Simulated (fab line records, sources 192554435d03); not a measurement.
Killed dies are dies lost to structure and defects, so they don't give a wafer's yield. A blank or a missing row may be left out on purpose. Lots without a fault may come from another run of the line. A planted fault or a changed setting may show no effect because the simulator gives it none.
Chamber matching | flow n5_finfet | N5_GATE_CUT_ALD_22 on ald_sin-02: 4 sister chambers
The step deposits SiNx, target thk 16 nm, pulse time 1 s, ald cycles 320. 8 wafers are shown with their chamber, then 7 later ones without.

WAFERS WITH THEIR CHAMBER
wafer  | chamber | heater_power_w (W) | precursor_pulse_height_rel
L077.2 | 3       | 756                | 1.009
L081.4 | 1       | 843                | 1.002
L081.6 | 0       | 770                | 0.977
L090.6 | 3       | 761                | 1.008
L091.1 | 1       | 847                | 0.988
L091.4 | 2       | 1007               | 1.006
L092.2 | 0       | 765                | 0.984
L092.4 | 2       | 1009               | 1.027

WAFERS WITHOUT THEIR CHAMBER
wafer  | heater_power_w (W) | precursor_pulse_height_rel
L092.5 | 767                | 1.002
L076.2 | 762                | 1.018
L076.3 | 860                | 0.995
L076.5 | 889                | 1.009
L097.1 | 1028               | 0.994
L097.3 | 781                | 0.992
L097.6 | 897                | 1.000

WHICH CHAMBER EACH WENT THROUGH
wafer  | from the rows above     | in truth
L092.5 | can't be placed: 0 or 3 | 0
L076.2 | 3                       | 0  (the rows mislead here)
L076.3 | 1                       | 1
L076.5 | 1                       | 1
L097.1 | 2                       | 2
L097.3 | 0                       | 0
L097.6 | 1                       | 1
Placed correctly: 5 of 7. Can't be placed from these rows: 1 (the true chamber is among the candidates in 1). Placed wrongly: 1.
How it was worked out, from the rows above alone: a wafer's distance from a chamber is the root of the sum, over the readings, of the square of ((its reading less the chamber's mean) divided by the reading's scatter). The wafer belongs to the nearest chamber; if the next one is less than 2 further off, it can't be placed. A chamber's mean is the mean of its shown wafers. The scatter: the root of (the sum of the squares of (reading less its chamber's mean) over the shown wafers, divided by (wafers less chambers)).
